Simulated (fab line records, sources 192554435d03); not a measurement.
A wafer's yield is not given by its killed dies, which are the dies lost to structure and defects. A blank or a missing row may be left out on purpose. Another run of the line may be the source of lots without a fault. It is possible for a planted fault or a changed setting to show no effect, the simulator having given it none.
Chamber matching + flow n5Finfet + aldMetal-01 running N5_BEOL_M0_ALD_136: 4 sister chambers
The step deposits TaN, pulse time 2 s, purge time 3 s, co reactant purge time 2 s. 4 wafers are shown with their chamber, then 7 later ones without.

== EACH WAFER AND ITS CHAMBER ==
| wafer  | chamber | heaterPowerW (W) |
|--------|---------|------------------|
| L076.6 | 1       | 423              |
| L086.4 | 3       | 449              |
| L086.5 | 0       | 472              |
| L094.5 | 2       | 467              |

== WAFERS WITHOUT THEIR CHAMBER ==
| wafer  | heaterPowerW (W) |
|--------|------------------|
| L094.6 | 422              |
| L095.1 | 410              |
| L095.2 | 455              |
| L095.3 | 468              |
| L096.1 | 407              |
| L096.3 | 497              |
| L096.4 | 461              |

== EACH ONE'S CHAMBER ==
| wafer  | from the rows above          | in truth |
|--------|------------------------------|----------|
| L094.6 | 1                            | 1        |
| L095.1 | 1                            | 1        |
| L095.2 | can't be placed: 3 or 2 or 0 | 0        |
| L095.3 | can't be placed: 2 or 0 or 3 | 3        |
| L096.1 | 1                            | 1        |
| L096.3 | can't be placed: 0 or 2 or 3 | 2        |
| L096.4 | can't be placed: 2 or 0 or 3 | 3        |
Placed correctly: 3 of 7. From these rows, 4 cannot be placed; in 4 the true chamber is one of the candidates. Number placed wrongly: 0.
How it was worked out, from the rows above alone: a wafer's distance from a chamber is the root of the sum, over the readings, of the square of ((its reading less the chamber's mean) divided by the reading's scatter). If the next closest chamber is less than 2 further off than the closest, the wafer can't be placed; otherwise it belongs to the closest. Each chamber's mean is taken over the wafers shown for it. The scatter: with one shown wafer a chamber, the root of the mean of the squares of how far each hidden wafer lies from its nearest shown one.
